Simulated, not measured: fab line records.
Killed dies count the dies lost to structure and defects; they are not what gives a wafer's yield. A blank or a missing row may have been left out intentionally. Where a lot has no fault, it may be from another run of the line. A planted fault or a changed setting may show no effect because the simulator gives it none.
Which tool did it? :: flow nand-harc :: 6 lots with 18 wafers sampled at 4 steps, on a route of 1302 steps

## WHAT THE GAUGES READ, wafer by wafer
NHARC_A_ONON_D2_THK_MEAS_08: measures by ellipsometry.
lot: L783
measured: day 12 21:52
on: film-metro-01
thk-nm (nm): 1011 1010 1012

lot: L790
measured: day 15 16:32
on: film-metro-01
thk-nm (nm): 993 994 995

lot: L799
measured: day 19 03:26
on: film-metro-01
thk-nm (nm): 984 984 985

lot: L800
measured: day 19 20:11
on: film-metro-01
thk-nm (nm): 1002 1002 998

lot: L802
measured: day 20 17:04
on: film-metro-02
thk-nm (nm): 1003 1002 1004

lot: L804
measured: day 21 12:44
on: film-metro-01
thk-nm (nm): 998 999 997

## WHICH TOOL RAN EACH LOT (tool, then ch and the chambers of the sampled wafers, then the start)
lot: L783
NHARC_A_CHANNEL_FILL_D1_ALD_25: ald-hk-02 ch 1,2,3, day 10 19:24
NHARC_A_DECK1_JOINT_CMP_13: cmp-01 ch 0,2,3, day 11 20:17
NHARC_A_DECK1_JOINT_DEP_16: pecvd-03 ch 1,2, day 12 19:51

lot: L790
NHARC_A_CHANNEL_FILL_D1_ALD_25: ald-hk-02 ch 0,2, day 13 17:58
NHARC_A_DECK1_JOINT_CMP_13: cmp-01 ch 0,2, day 14 16:02
NHARC_A_DECK1_JOINT_DEP_16: pecvd-04 ch 0,1, day 15 14:31

lot: L799
NHARC_A_CHANNEL_FILL_D1_ALD_25: ald-hk-03 ch 0,2,3, day 17 06:21
NHARC_A_DECK1_JOINT_CMP_13: cmp-03 ch 2,3, day 18 04:11
NHARC_A_DECK1_JOINT_DEP_16: pecvd-03 ch 0,2, day 19 01:26

lot: L800
NHARC_A_CHANNEL_FILL_D1_ALD_25: ald-hk-03 ch 0,3, day 17 21:38
NHARC_A_DECK1_JOINT_CMP_13: cmp-01 ch 0,1, day 18 19:41
NHARC_A_DECK1_JOINT_DEP_16: pecvd-04 ch 1,2, day 19 18:10

lot: L802
NHARC_A_CHANNEL_FILL_D1_ALD_25: ald-hk-02 ch 1,3, day 18 16:29
NHARC_A_DECK1_JOINT_CMP_13: cmp-03 ch 0,1,3, day 19 15:05
NHARC_A_DECK1_JOINT_DEP_16: pecvd-03 ch 0,1, day 20 15:01

lot: L804
NHARC_A_CHANNEL_FILL_D1_ALD_25: ald-hk-03 ch 2,3, day 19 11:44
NHARC_A_DECK1_JOINT_CMP_13: cmp-01 ch 0,1,2, day 20 09:33
NHARC_A_DECK1_JOINT_DEP_16: pecvd-04 ch 0,1,2, day 21 10:43
- NHARC_A_CHANNEL_FILL_D1_ALD_25: deposits SiOx, target thk 60 nm, pulse time 10 s, ald cycles 600.
- NHARC_A_DECK1_JOINT_CMP_13: polishes, target thk 51.023 nm.
- NHARC_A_DECK1_JOINT_DEP_16: deposits SiO2, target thk 45 nm.

## THE ANSWER, worked out from the rows above alone
Rule: usual is defined by the lots themselves. Put in order of their means at a reading, lots are off if they are a third of the lots or fewer, leave a main group of 4 or more, and stand apart from it by a gap of 3 or more times the standard deviation of the main group's means; of several such gaps the widest counts. The tables above print the reading to a certain number of digits; a main group whose means all agree to those digits is not used. Also off: a lot with no number at a reading for which 4 or more lots have one. The other lots that the step has rows for count as sound.
Across all readings shown, no lot is off: no conclusion can be drawn from this.

## WHAT THE SIMULATOR PUT IN
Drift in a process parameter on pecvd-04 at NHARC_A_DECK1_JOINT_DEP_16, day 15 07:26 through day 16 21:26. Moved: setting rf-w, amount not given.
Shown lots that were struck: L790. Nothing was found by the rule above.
